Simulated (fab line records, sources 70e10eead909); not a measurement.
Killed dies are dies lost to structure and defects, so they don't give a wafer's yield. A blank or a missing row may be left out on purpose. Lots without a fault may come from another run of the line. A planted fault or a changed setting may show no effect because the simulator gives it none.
fab line records | flow nand_harc
record lots=10 wafers=30 last_day=25
route steps=1159 shown A_STAIRCASE@590 THIN_TSV@1128 END@1159
lots that met no fault: from a run of the same line without faults
start_h: hours from the record's first day to the start of the lot's first wafer shown | wait_h: hours since the lot's step before | " the same as in the row above | L1.1+2: a row that stands for several wafers | - no value, or no start given | * or withheld: withheld | < > ~ a bound
route shown NAME@n: a module of which the file shows steps, and the number in the route of the first | usual: mean/standard deviation of fault-free wafers | same: alike in all rows | chamber/n: place in a boat | sites: the reading at each site | _std_site: their standard deviation | _edge_site: outer sites' mean less inner sites' | radius_mm: how far each site lies from the wafer's centre | mask NAME#n: copy n | behind: the tool/chamber that last shaped the wafer | hold: why the lot was held/for how many hours/how that ended | device: the transistor (n, p or np) that didn't switch | end of line: the same wafers' tests at the end of the route | a step without rows: its recipe alone | killed: dies lost to structure and defects at the first sort, not the wafer's yield | map: a wafer's dies, x killed, . not, _ none there
set.NAME: the setting as run; set.NAME@STEP: as run at that earlier step | model.NAME: the simulator's own value behind a step, which no gauge read
steps of the route over a sample of lots; a table a step, a row a wafer
services: from which hour (start_h, from the record's first day; less than 0 if before it) a tool's chamber was out of use, for how many hours, and why
## steps
# step NHARC_A_STAIRCASE_TRIM_196
# recipe time_s=211.2 o2_flow_sccm=500 ar_flow_sccm=0 bias_w=0 chemistry=O2
# usual drypump_motor_current_A=6.1/0.35 oes_product_au=0.999/0.0097 rf_vpp_V=57.9/0.9 showerhead_plenum_p_Torr=3.57/0.13 throttle_valve_pct=17.037/0.0095
# columns lot.wafer tool chamber start_h wait_h drypump_motor_current_A oes_product_au rf_hours_counter_h rf_vpp_V showerhead_plenum_p_Torr throttle_valve_pct
L766.1 rie_diel-07 1 237.31 0.1 5.4 0.997 0 55.1 3.50 17.038
L766.3 " 2 " " 6.1 0.994 0 58.6 3.77 17.034
L766.6 " 0 " " 6.3 1.005 - 56.6 3.69 17.046
L765.4 rie_diel-02 1 239.00 0.1 6.7 0.990 28 57.5 3.68 17.029
L765.1 " 3 " " 5.9 0.978 33 56.7 3.29 17.051
L765.5 " 1 " " 6.7 1.001 - 58.6 3.68 17.051
L767.2 rie_diel-06 1 257.93 0.1 6.3 1.007 4 58.0 3.52 17.035
L767.4 " 3 " " 5.7 1.006 4 56.9 3.60 17.027
L767.6 " 1 " " 6.2 1.004 - 56.0 3.51 17.039
L774.3 rie_diel-06 2 299.64 0.1 6.5 0.999 15 57.2 3.59 17.032
L774.1 " 0 " " 6.3 1.020 21 56.7 3.36 17.034
L774.2 " 1 " " 6.2 1.000 20 57.7 3.51 17.017
L775.1 rie_diel-06 2 301.15 0.1 6.5 0.997 16 58.3 3.59 17.022
L775.2 " 3 " " 5.7 0.999 20 58.1 3.60 17.054
L775.6 " 3 " " 5.7 0.999 - 59.1 3.60 17.041
L778.3 rie_diel-07 3 327.11 0.1 5.5 0.986 30 58.1 3.68 17.028
L778.4 " 1 " " 5.4 1.003 26 57.4 3.49 17.026
L778.5 " 2 " " 6.0 0.993 - 59.2 3.75 17.028
L782.1 rie_diel-02 1 345.25 0.1 6.7 1.016 2 58.3 3.66 17.067
L782.3 " 3 " " 5.8 1.013 2 59.3 3.81 17.022
L782.4 " 2 " " 6.3 1.003 - 58.7 3.59 17.031
L783.1 rie_diel-02 3 352.21 0.1 5.8 1.000 6 58.2 3.80 17.044
L783.3 " 2 " " 6.3 0.999 6 58.4 3.59 17.037
L783.6 " 2 " " 6.3 0.986 - 58.6 3.59 17.029
L786.2 rie_diel-02 2 376.65 0.1 6.3 0.988 16 59.3 3.59 17.027
L786.3 " 3 " " 5.9 0.986 16 58.9 3.80 17.056
L786.1 " 0 " " 5.7 0.973 2 58.1 3.81 17.034
L788.2 rie_diel-02 3 392.82 0.1 5.8 0.995 24 58.3 3.79 17.038
L788.3 " 2 " " 6.3 0.999 24 58.1 3.58 17.038
L788.5 " 3 " " 5.8 0.990 - 58.5 3.79 17.034
# step NHARC_THIN_TSV_PRE_CLEAN_50
# recipe time_s=30 temp_c=280 gas=H2/He
# usual heater_power_w=412/31
# columns lot.wafer tool chamber start_h wait_h heater_power_w
L766.3 pvd_sputter-03 - - - 397
L766.1 " - " " 424
L766.6 " - " " 464
L765.4 pvd_sputter-01 - - - 393
L765.1 " - " " 469
L765.5 " - " " 394
L767.4 pvd_sputter-02 - - - 386
L767.2 " - " " 389
L767.6 " - " " 387
L775.1 pvd_sputter-01 - - - 361
L775.2 " - " " 385
L775.6 " - " " 460
L774.2 pvd_sputter-02 - - - 414
L774.3 " - " " 407
L774.1 " - " " 395
L778.4 pvd_sputter-03 - - - 424
L778.3 " - " " 389
L778.5 " - " " 454
L782.1 pvd_sputter-01 - - - 396
L782.3 " - " " 469
L782.4 " - " " 357
L783.1 pvd_sputter-02 - - - 386
L783.3 " - " " 399
L783.6 " - " " 394
L786.1 pvd_sputter-02 - - - 413
L786.2 " - " " 423
L786.3 " - " " 398
L788.2 pvd_sputter-03 - - - 395
L788.3 " - " " 456
L788.5 " - " " 397
# step NHARC_THIN_TSV_DESCUM_35
# recipe time_s=3 o2_flow_sccm=200 ar_flow_sccm=0 bias_power_w=0 chemistry=O2
# usual drypump_motor_current_A=5.7/0.31 oes_product_au=1.003/0.012 rf_vpp_V=57.8/0.95 showerhead_plenum_p_Torr=1.92/0.092 throttle_valve_pct=11.311/0.0089
# columns lot.wafer tool chamber start_h wait_h drypump_motor_current_A oes_product_au rf_hours_counter_h rf_vpp_V showerhead_plenum_p_Torr throttle_valve_pct
L766.1 rie_diel-04 1 432.94 - 5.9 0.991 10 56.4 2.00 11.320
L766.3 " 3 " " 5.4 1.009 11 58.8 1.91 11.293
L766.6 " 1 " " 5.9 0.998 - 58.9 2.00 11.314
L765.4 rie_diel-04 3 438.24 - 5.4 1.021 11 56.7 1.91 11.317
L765.1 " 0 " " 5.8 0.996 10 56.7 1.92 11.315
L765.5 " 0 " " 5.8 0.990 - 59.5 1.92 11.312
L767.2 rie_diel-12 0 443.85 - 6.2 0.990 7 58.7 1.85 11.311
L767.4 " 1 " " 4.8 1.006 8 58.6 1.83 11.311
L767.6 " 0 " " 6.2 1.000 - 56.1 1.85 11.325
L775.1 rie_diel-04 1 482.77 - 5.9 0.981 1 57.1 2.00 11.315
L775.2 " 3 " " 5.4 1.017 0 57.3 1.91 11.297
L775.6 " 0 " " 5.7 0.974 - 57.1 1.92 11.320
L774.1 rie_diel-13 0 492.42 - 5.7 1.026 2 56.9 1.78 11.315
L774.3 " 1 " " 5.5 1.008 2 56.4 1.83 11.309
L774.2 " 2 " " 6.0 1.005 2 58.7 2.04 11.319
L778.4 rie_diel-13 0 505.01 - 5.6 1.010 3 57.8 1.78 11.337
L778.3 " 1 " " 5.5 1.017 3 57.8 1.83 11.306
L778.5 " 0 " " 5.6 1.009 - 57.3 1.78 11.308
L782.3 rie_diel-12 3 534.02 - 5.7 0.993 17 59.7 2.03 11.311
L782.4 " 1 " " 4.8 0.988 16 57.8 1.83 11.288
L782.1 " 2 " " 5.8 1.008 17 57.2 1.93 11.307
L783.3 rie_diel-13 1 536.75 - 5.5 1.009 5 56.2 1.83 11.299
L783.1 " 0 " " 5.7 1.016 4 58.1 1.78 11.330
L783.6 " 2 " " 6.0 0.998 - 58.8 2.04 11.309
L786.2 rie_diel-04 3 566.70 - 5.4 1.024 5 58.5 1.91 11.312
L786.1 " 0 " " 5.8 0.987 6 57.0 1.92 11.314
L786.3 " 2 " " 5.3 1.005 5 57.6 1.89 11.323
L788.2 rie_diel-13 2 592.20 - 6.0 1.002 8 58.1 2.04 11.309
L788.3 " 3 " " 5.8 1.020 8 57.5 2.05 11.303
L788.5 " 2 " " 6.0 1.002 - 57.1 2.04 11.305
# step NHARC_THIN_TSV_STRIP_56
# recipe power_w=1500 temp_c=250 chemistry=O2
# usual drypump_motor_current_A=6.0/0.39 heater_power_w=301/17 rf_refl_power_W=15/4.8
# columns lot.wafer tool chamber start_h wait_h drypump_motor_current_A heater_power_w rf_hours_counter_h rf_refl_power_W
L766.1 plasma_asher-01 0 433.54 0.2 6.1 300 55 15
L766.3 " 1 " " 5.3 308 - 24
L766.6 " 0 " " 6.1 297 - 15
L765.1 plasma_asher-01 0 438.77 0.1 6.1 291 56 15
L765.4 " 1 " " 5.3 324 - 24
L765.5 " 1 " " 5.3 315 - 24
L767.2 plasma_asher-01 1 444.34 0.1 5.3 314 58 23
L767.4 " 1 " " 5.3 305 - 24
L767.6 " 0 " " 6.2 298 - 14
L775.1 plasma_asher-02 0 483.25 0.1 6.4 316 41 11
L775.2 " 1 " " 5.8 283 41 13
L775.6 " 0 " " 6.4 314 - 11
L774.1 plasma_asher-02 1 492.89 0.1 5.8 279 44 -
L774.2 " 0 " " 6.4 320 44 -
L774.3 " 1 " " 5.8 278 - -
L778.4 plasma_asher-01 1 505.59 0.2 5.3 299 - 23
L778.3 " 0 " " 6.1 286 - 15
L778.5 " 0 " " 6.2 292 - 15
L782.1 plasma_asher-02 1 534.51 0.1 5.8 285 59 12
L782.4 " 1 " " 5.8 279 - 13
L782.3 " 0 " " 6.4 322 - 11
L783.1 plasma_asher-01 1 537.24 0.1 5.3 311 25 24
L783.3 " 0 " " 6.1 287 - 14
L783.6 " 1 " " 5.3 303 - 23
L786.1 plasma_asher-01 1 567.19 0.1 5.3 304 34 -
L786.2 " 0 " " 6.1 287 34 -
L786.3 " 1 " " 5.3 297 - -
L788.2 plasma_asher-02 1 592.71 0.1 5.8 286 19 11
L788.3 " 1 " " 5.8 291 - 12
L788.5 " 0 " " 6.4 329 - 11
# step NHARC_END_SORT_01
# recipe temp_c=25
# usual killed_at_array=26/9 killed_at_other=0.8/1.2 killed_at_periphery=3.2/2.3 killed_dies=30/9.1 killed_open=3.5/2 killed_short=1.8/1.4
# same gross_dies=677
# columns lot.wafer tool chamber start_h wait_h killed_at_array killed_at_other killed_at_periphery killed_dies killed_open killed_short
L765.1 prober-01 0 444.51 2.4 26 0 6 32 7 4
L765.4 prober-01 0 446.94 3.4 23 2 4 29 11 2
L765.5 prober-01 0 447.75 3.7 25 3 3 31 7 2
L766.1 prober-02 0 444.58 2.5 28 2 5 35 5 2
L766.3 prober-02 0 446.18 3.1 27 1 4 32 1 2
L766.6 prober-02 0 448.59 4.0 25 0 6 31 1 2
L767.2 prober-02 0 455.39 2.8 25 2 1 28 2 0
L767.4 prober-02 0 456.98 3.4 27 2 2 31 3 0
L767.6 prober-02 0 458.57 4.0 23 0 3 26 6 2
L775.1 prober-01 0 491.29 2.5 97 1 2 100 1 2
L775.2 prober-01 0 492.09 2.8 89 2 6 97 6 2
L775.6 prober-01 0 495.32 4.0 88 0 1 89 1 2
L774.1 prober-01 0 501.77 2.5 96 1 3 100 3 3
L774.2 prober-01 0 502.57 2.8 90 0 2 92 2 1
L774.3 prober-01 0 503.37 3.1 100 0 3 103 2 3
L778.3 prober-01 0 515.66 3.1 35 0 1 36 3 1
L778.4 prober-01 0 516.46 3.4 43 0 1 44 2 2
L778.5 prober-01 0 517.26 3.7 40 0 0 40 2 1
L782.1 prober-01 0 542.76 2.5 28 0 3 31 4 1
L782.3 prober-01 0 544.36 3.1 35 0 1 36 2 1
L782.4 prober-01 0 545.16 3.4 35 1 5 41 5 0
L783.1 prober-02 0 550.53 2.5 31 0 16 47 5 1
L783.3 prober-02 0 552.14 3.1 29 0 6 35 4 2
L783.6 prober-02 0 554.55 4.0 28 0 5 33 6 0
L786.1 prober-02 0 575.75 2.5 35 1 2 38 2 1
L786.2 prober-02 0 576.56 2.8 24 0 2 26 3 0
L786.3 prober-02 0 577.37 3.1 34 0 1 35 3 1
L788.2 prober-02 0 601.29 2.8 42 1 3 46 3 3
L788.3 prober-02 0 602.08 3.1 36 2 9 47 6 2
L788.5 prober-02 0 603.68 3.7 35 1 2 38 5 1
# killed by level:class
L765.1 P_GATE:chamber_film_flake=3 A_SGD_CUT:chamber_film_flake=3 A_SLIT:chamber_film_flake=3 A_SLIT:unspecified=3 A_CHANNEL_HOLE_D1:geometric_particle:open=2 A_CHANNEL_HOLE_D1:chamber_film_flake=2 A_STAIRCASE:chamber_film_flake=2 P_CONTACT:geometric_particle:open=1
L766.1 A_CHANNEL_HOLE_D1:chamber_film_flake=9 A_STAIRCASE:chamber_film_flake=6 A_SLIT:chamber_film_flake=4 P_STI:chamber_film_flake=3 A_CONTACT:chamber_film_flake=3 THIN_TSV:chamber_film_flake=2 P_GATE:geometric_particle:open=1 A_CHANNEL_HOLE_D1:geometric_particle:short=1
L766.3 A_CHANNEL_HOLE_D1:chamber_film_flake=10 A_STAIRCASE:chamber_film_flake=8 A_SLIT:chamber_film_flake=4 P_STI:chamber_film_flake=2 A_CONTACT:chamber_film_flake=2 P_CONTACT:geometric_particle:open=1 P_CONTACT:geometric_particle:short=1 A_CHANNEL_FILL_D1:geometric_particle:short=1
L765.4 A_CONTACT:geometric_particle:open=3 A_SLIT:unspecified=3 A_CHANNEL_HOLE_D1:geometric_particle:open=2 A_CHANNEL_HOLE_D1:chamber_film_flake=2 A_SLIT:chamber_film_flake=2 P_GATE:geometric_particle:open=1 A_ONON_D1:geometric_particle:open=1 A_ONON_D1:geometric_particle:short=1
L765.5 A_SGD_CUT:chamber_film_flake=5 A_SLIT:chamber_film_flake=5 A_CHANNEL_HOLE_D1:chamber_film_flake=3 A_CHANNEL_HOLE_D1:geometric_particle:open=2 P_GATE:chamber_film_flake=2 THIN_TSV:chamber_film_flake=2 P_GATE:geometric_particle:short=1 A_CHANNEL_HOLE_D1:geometric_particle:short=1
L766.6 A_STAIRCASE:chamber_film_flake=7 A_CHANNEL_HOLE_D1:chamber_film_flake=6 A_SLIT:chamber_film_flake=6 P_STI:chamber_film_flake=4 A_CONTACT:chamber_film_flake=2 P_GATE:geometric_particle:short=1 A_BLC:geometric_particle:open=1 A_M0:geometric_particle:short=1
L767.2 A_CHANNEL_HOLE_D1:chamber_film_flake=16 A_CONTACT:chamber_film_flake=4 A_CHANNEL_FILL_D1:chamber_film_flake=2 THIN_TSV:chamber_film_flake=2 A_ONON_D1:geometric_particle:open=1 A_M1:geometric_particle:open=1 P_BONDPAD:chamber_film_flake=1 A_ZERO_WELL:chamber_film_flake=1
L767.4 A_CHANNEL_HOLE_D1:chamber_film_flake=12 A_CONTACT:chamber_film_flake=9 A_CHANNEL_FILL_D1:chamber_film_flake=2 THIN_TSV:chamber_film_flake=2 P_CONTACT:geometric_particle:open=1 P_M0:geometric_particle:open=1 A_CONTACT:geometric_particle:open=1 A_ZERO_WELL:chamber_film_flake=1
L767.6 A_CHANNEL_HOLE_D1:chamber_film_flake=10 A_CONTACT:chamber_film_flake=4 P_M1:geometric_particle:open=2 A_WL_FILL:geometric_particle:short=2 A_ONON_D1:geometric_particle:open=1 A_CHANNEL_FILL_D1:geometric_particle:open=1 A_CONTACT:geometric_particle:open=1 A_BLC:geometric_particle:open=1
L775.1 A_STAIRCASE:unspecified=74 A_SLIT:chamber_film_flake=14 A_STAIRCASE:chamber_film_flake=3 A_CONTACT:chamber_film_flake=2 P_M0:geometric_particle:open=1 P_M1:geometric_particle:short=1 A_ONON_D1:geometric_particle:short=1 A_ZERO_WELL:chamber_film_flake=1
L775.2 A_STAIRCASE:unspecified=72 A_SLIT:chamber_film_flake=8 A_CONTACT:chamber_film_flake=3 P_CONTACT:geometric_particle:short=2 P_M0:geometric_particle:open=2 A_STAIRCASE:chamber_film_flake=2 THIN_TSV:chamber_film_flake=2 P_CONTACT:geometric_particle:open=1
L775.6 A_STAIRCASE:unspecified=67 A_SLIT:chamber_film_flake=9 A_STAIRCASE:chamber_film_flake=3 A_CONTACT:chamber_film_flake=2 A_CHANNEL_HOLE_D1:chamber_film_flake=2 A_WL_FILL:chamber_film_flake=2 P_CONTACT:geometric_particle:open=1 A_CONTACT:geometric_particle:short=1
L774.1 A_STAIRCASE:unspecified=73 A_CHANNEL_HOLE_D1:chamber_film_flake=13 A_CONTACT:chamber_film_flake=3 A_STAIRCASE:chamber_film_flake=2 P_CONTACT:geometric_particle:open=1 A_CHANNEL_FILL_D1:geometric_particle:short=1 A_CHANNEL_FILL_D1:geometric_particle:open=1 A_BLC:geometric_particle:short=1
L774.2 A_STAIRCASE:unspecified=72 A_CHANNEL_HOLE_D1:chamber_film_flake=15 P_M0:geometric_particle:open=1 A_CHANNEL_FILL_D1:geometric_particle:open=1 A_SGD_CUT:geometric_particle:short=1 P_GATE:chamber_film_flake=1 A_CONTACT:chamber_film_flake=1
L774.3 A_STAIRCASE:unspecified=78 A_CHANNEL_HOLE_D1:chamber_film_flake=16 A_CONTACT:chamber_film_flake=2 P_GATE:geometric_particle:open=1 P_M2:geometric_particle:open=1 A_CHANNEL_HOLE_D1:geometric_particle:short=1 A_CHANNEL_FILL_D1:geometric_particle:short=1 A_CONTACT:geometric_particle:short=1
L778.3 A_CHANNEL_HOLE_D1:chamber_film_flake=13 A_SLIT:chamber_film_flake=12 A_CONTACT:chamber_film_flake=5 P_CONTACT:geometric_particle:open=1 A_ONON_D1:geometric_particle:short=1 A_ONON_D1:geometric_particle:open=1 A_CONTACT:geometric_particle:open=1 A_CHANNEL_FILL_D1:chamber_film_flake=1
L778.4 A_CHANNEL_HOLE_D1:chamber_film_flake=18 A_SLIT:chamber_film_flake=14 A_CONTACT:chamber_film_flake=5 P_CONTACT:geometric_particle:open=1 A_CHANNEL_FILL_D1:geometric_particle:short=1 A_CONTACT:geometric_particle:short=1 A_BLC:geometric_particle:open=1 A_CHANNEL_FILL_D1:chamber_film_flake=1
L778.5 A_CHANNEL_HOLE_D1:chamber_film_flake=15 A_SLIT:chamber_film_flake=13 A_CONTACT:chamber_film_flake=4 A_CHANNEL_FILL_D1:chamber_film_flake=3 A_STAIRCASE:chamber_film_flake=2 A_ONON_D1:geometric_particle:short=1 A_CONTACT:geometric_particle:open=1 A_M0:geometric_particle:open=1
L782.1 A_CHANNEL_HOLE_D1:chamber_film_flake=15 A_STAIRCASE:chamber_film_flake=4 A_CONTACT:chamber_film_flake=3 P_STI:chamber_film_flake=2 A_M0:chamber_film_flake=2 P_CONTACT:geometric_particle:open=1 A_ONON_D1:geometric_particle:open=1 A_CHANNEL_FILL_D1:geometric_particle:short=1
L782.3 A_CHANNEL_HOLE_D1:chamber_film_flake=16 A_CONTACT:chamber_film_flake=10 A_STAIRCASE:chamber_film_flake=3 A_M0:chamber_film_flake=3 A_CONTACT:geometric_particle:open=2 A_ONON_D1:geometric_particle:short=1 P_ZERO_WELL:chamber_film_flake=1
L782.4 A_CHANNEL_HOLE_D1:chamber_film_flake=23 A_CONTACT:chamber_film_flake=4 P_CONTACT:geometric_particle:open=2 P_STI:chamber_film_flake=2 A_STAIRCASE:chamber_film_flake=2 A_M0:chamber_film_flake=2 A_WL_FILL:geometric_particle:open=1 A_CONTACT:geometric_particle:open=1
L783.1 A_CHANNEL_HOLE_D1:chamber_film_flake=22 P_ZERO_WELL:chamber_film_flake=9 A_CONTACT:chamber_film_flake=4 P_CONTACT:geometric_particle:open=3 P_CONTACT:chamber_film_flake=2 A_STAIRCASE:chamber_film_flake=2 P_M0:geometric_particle:short=1 A_ONON_D1:geometric_particle:open=1
L783.3 A_CHANNEL_HOLE_D1:chamber_film_flake=22 A_M1:geometric_particle:open=2 P_ZERO_WELL:chamber_film_flake=2 P_M1:chamber_film_flake=2 P_M2:geometric_particle:open=1 A_CHANNEL_FILL_D1:geometric_particle:open=1 A_CHANNEL_FILL_D1:geometric_particle:short=1 A_M1:geometric_particle:short=1
L783.6 A_CHANNEL_HOLE_D1:chamber_film_flake=14 A_CONTACT:geometric_particle:open=3 A_CONTACT:chamber_film_flake=3 P_ZERO_WELL:chamber_film_flake=2 P_STI:chamber_film_flake=2 A_STAIRCASE:chamber_film_flake=2 A_M0:chamber_film_flake=2 P_CONTACT:geometric_particle:open=1
L786.1 A_SLIT:chamber_film_flake=17 A_CONTACT:chamber_film_flake=7 A_CHANNEL_HOLE_D1:chamber_film_flake=6 A_SLIT:geometric_particle:open=1 A_CONTACT:geometric_particle:open=1 A_CONTACT:geometric_particle:short=1 P_ZERO_WELL:chamber_film_flake=1 P_GATE:chamber_film_flake=1
L786.2 A_SLIT:chamber_film_flake=11 A_CONTACT:chamber_film_flake=6 A_CHANNEL_HOLE_D1:chamber_film_flake=4 P_CONTACT:geometric_particle:open=2 A_STAIRCASE:chamber_film_flake=2 A_M0:geometric_particle:open=1
L786.3 A_SLIT:chamber_film_flake=11 A_CHANNEL_HOLE_D1:chamber_film_flake=9 A_CONTACT:chamber_film_flake=7 A_STAIRCASE:chamber_film_flake=4 P_M0:geometric_particle:open=1 A_SGD_CUT:geometric_particle:open=1 A_CONTACT:geometric_particle:open=1 A_BLC:geometric_particle:short=1
L788.2 A_SLIT:chamber_film_flake=13 A_STAIRCASE:chamber_film_flake=7 A_CONTACT:chamber_film_flake=7 A_CHANNEL_HOLE_D1:chamber_film_flake=4 A_SGD_CUT:chamber_film_flake=4 P_STI:chamber_film_flake=2 A_ONON_D1:geometric_particle:open=1 A_ONON_D1:geometric_particle:short=1
L788.3 A_SLIT:chamber_film_flake=12 P_STI:chamber_film_flake=6 A_CHANNEL_HOLE_D1:chamber_film_flake=5 A_SGD_CUT:chamber_film_flake=5 A_STAIRCASE:chamber_film_flake=4 A_CONTACT:chamber_film_flake=4 A_M0:geometric_particle:open=3 THIN_TSV:chamber_film_flake=2
L788.5 A_SLIT:chamber_film_flake=15 A_CHANNEL_HOLE_D1:chamber_film_flake=5 A_SGD_CUT:chamber_film_flake=5 A_CONTACT:chamber_film_flake=3 A_ONON_D1:geometric_particle:open=2 P_STI:chamber_film_flake=2 A_CHANNEL_FILL_D1:geometric_particle:open=1 A_SGD_CUT:geometric_particle:short=1
## services
# columns tool chamber start_h hours kind
pvd_sputter-02 - 214.00 10.0 pm
plasma_asher-02 - 234.84 7.2 repair
rie_diel-13 1 241.00 15.6 repair
plasma_asher-02 - 243.10 24.9 repair
plasma_asher-01 - 276.00 9.0 pm
rie_diel-13 - 276.00 9.0 pm
rie_diel-04 - 288.90 9.0 pm
pvd_sputter-02 - 290.14 3.0 repair
rie_diel-13 1 312.36 8.3 repair
rie_diel-13 0 315.33 10.7 repair
rie_diel-02 0 318.79 4.1 repair
rie_diel-02 - 327.76 9.0 pm
rie_diel-13 3 333.05 4.0 repair
plasma_asher-02 - 360.31 9.0 pm
pvd_sputter-02 - 392.00 10.0 pm
rie_diel-13 0 409.66 5.0 repair
rie_diel-13 - 413.14 0.2 repair
rie_diel-04 - 427.13 1.2 repair
plasma_asher-02 - 449.39 2.4 repair
plasma_asher-01 - 453.00 9.0 pm
rie_diel-13 - 453.00 9.0 pm
rie_diel-04 - 465.90 9.0 pm
rie_diel-02 - 504.76 9.0 pm
plasma_asher-01 - 540.98 8.9 repair
## key
first_sign step=NHARC_END_SORT_01 reading=killed_at_array direction=up sigmas=7.5 usual=26 struck=93
effect step=NHARC_END_SORT_01 reading=killed_dies direction=up sigmas=7.3 usual=30 struck=97
more_kills_born_at NHARC_A_STAIRCASE_TRIM_196@rie_diel-06=436
met_at NHARC_A_STAIRCASE_TRIM_196
struck_lots L774,L775
tester_left_out L774,L775
not_acting_at NHARC_THIN_TSV_PRE_CLEAN_50,NHARC_THIN_TSV_DESCUM_35,NHARC_THIN_TSV_STRIP_56
onset_between 257.93 299.64
fault kind=chamber_particle_source tool=rie_diel-06 chamber=- onset_h=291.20 steps=NHARC_A_STAIRCASE_TRIM_196 rate_per_visit_cm2=0.48391 end_h=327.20
# tester_left_out: of these lots the tester's yield and bins aren't shown, on N5 and GAA mostly nor the transistor test; their killed dies are dies lost to structure and defects alone, not to doping, threshold or leakage, so they don't give the yield
